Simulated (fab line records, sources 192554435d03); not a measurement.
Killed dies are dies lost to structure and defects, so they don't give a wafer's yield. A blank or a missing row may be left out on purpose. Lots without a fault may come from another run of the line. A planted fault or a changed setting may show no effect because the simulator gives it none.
Chamber matching | flow n5_finfet | N5_FIN_SAQP_MANDREL2_REMOVE_60 on rie_si-01: 4 sister chambers
The step chemistry HBr/Cl2/O2, target a-Si, stops on SiNx, bt time 10 s. 4 wafers are shown with their chamber, then 12 later ones without.

WAFERS WITH THEIR CHAMBER
wafer  | chamber | throttle_valve_pct (%)
L084.6 | 1       | 36.79
L090.3 | 0       | 37.18
L090.5 | 2       | 36.33
L090.6 | 3       | 37.05

WAFERS WITHOUT THEIR CHAMBER
wafer  | throttle_valve_pct (%)
L092.1 | 36.80
L092.2 | 37.17
L092.5 | 37.17
L093.1 | 37.16
L093.4 | 37.04
L093.5 | 36.81
L094.1 | 37.07
L094.5 | 36.34
L094.6 | 37.05
L097.3 | 37.17
L097.4 | 37.16
L097.5 | 37.04

WHICH CHAMBER EACH WENT THROUGH
wafer  | from the rows above | in truth
L092.1 | 1                   | 1
L092.2 | 0                   | 0
L092.5 | 0                   | 0
L093.1 | 0                   | 0
L093.4 | 3                   | 3
L093.5 | 1                   | 1
L094.1 | 3                   | 3
L094.5 | 2                   | 2
L094.6 | 3                   | 3
L097.3 | 0                   | 0
L097.4 | 0                   | 0
L097.5 | 3                   | 3
Placed correctly: 12 of 12. Can't be placed from these rows: 0. Placed wrongly: 0.
How it was worked out, from the rows above alone: a wafer's distance from a chamber is the root of the sum, over the readings, of the square of ((its reading less the chamber's mean) divided by the reading's scatter). The wafer belongs to the nearest chamber; if the next one is less than 2 further off, it can't be placed. A chamber's mean is the mean of its shown wafers. The scatter: with one shown wafer a chamber, the root of the mean of the squares of how far each hidden wafer lies from its nearest shown one.
